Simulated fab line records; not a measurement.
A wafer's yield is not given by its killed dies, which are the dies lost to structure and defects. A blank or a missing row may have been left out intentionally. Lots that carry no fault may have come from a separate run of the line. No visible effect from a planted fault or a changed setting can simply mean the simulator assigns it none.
Chamber matching || flow n5Finfet || N5_BEOL_M11_DEP_56 on pecvd-04 has 3 sister chambers
The step deposits SiCN from 3MS/NH3, target thk 30 nm, time 10.5 s. 3 wafers are shown with their chamber, then 9 later ones without.

WAFERS PAIRED WITH THEIR CHAMBERS
{"wafer": "L091.1", "chamber": 0, "throttleValvePct (%)": 19.0}
{"wafer": "L091.2", "chamber": 1, "throttleValvePct (%)": 18.8}
{"wafer": "L091.6", "chamber": 2, "throttleValvePct (%)": 17.5}

WAFERS WITH NO CHAMBER GIVEN
{"wafer": "L093.2", "throttleValvePct (%)": 19.2}
{"wafer": "L093.4", "throttleValvePct (%)": 18.9}
{"wafer": "L093.5", "throttleValvePct (%)": 17.4}
{"wafer": "L094.1", "throttleValvePct (%)": 18.9}
{"wafer": "L094.2", "throttleValvePct (%)": 17.7}
{"wafer": "L094.3", "throttleValvePct (%)": 19.1}
{"wafer": "L096.2", "throttleValvePct (%)": 17.3}
{"wafer": "L096.4", "throttleValvePct (%)": 17.7}
{"wafer": "L096.5", "throttleValvePct (%)": 19.1}

CHAMBER TAKEN BY EACH
{"wafer": "L093.2", "from the rows above": "can't be placed: 0 or 1", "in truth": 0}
{"wafer": "L093.4", "from the rows above": "can't be placed: 1 or 0", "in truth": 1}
{"wafer": "L093.5", "from the rows above": 2, "in truth": 2}
{"wafer": "L094.1", "from the rows above": "can't be placed: 1 or 0", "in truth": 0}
{"wafer": "L094.2", "from the rows above": 2, "in truth": 2}
{"wafer": "L094.3", "from the rows above": "can't be placed: 0 or 1", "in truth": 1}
{"wafer": "L096.2", "from the rows above": 2, "in truth": 2}
{"wafer": "L096.4", "from the rows above": 2, "in truth": 2}
{"wafer": "L096.5", "from the rows above": "can't be placed: 0 or 1", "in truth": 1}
4 of 9 placed correctly. Not placeable from these rows: 5 (in 5, the candidates include the true chamber). Number placed wrongly: 0.
How it was worked out, from the rows above alone: a wafer's distance from a chamber is the root of the sum, over the readings, of the square of ((its reading less the chamber's mean) divided by the reading's scatter). If the next closest chamber is less than 2 further off than the closest, the wafer can't be placed; otherwise it belongs to the closest. Each chamber's mean is taken over the wafers shown for it. The scatter (one wafer shown for each chamber): square how far every hidden wafer sits from the nearest shown wafer, average those squares and take the square root.
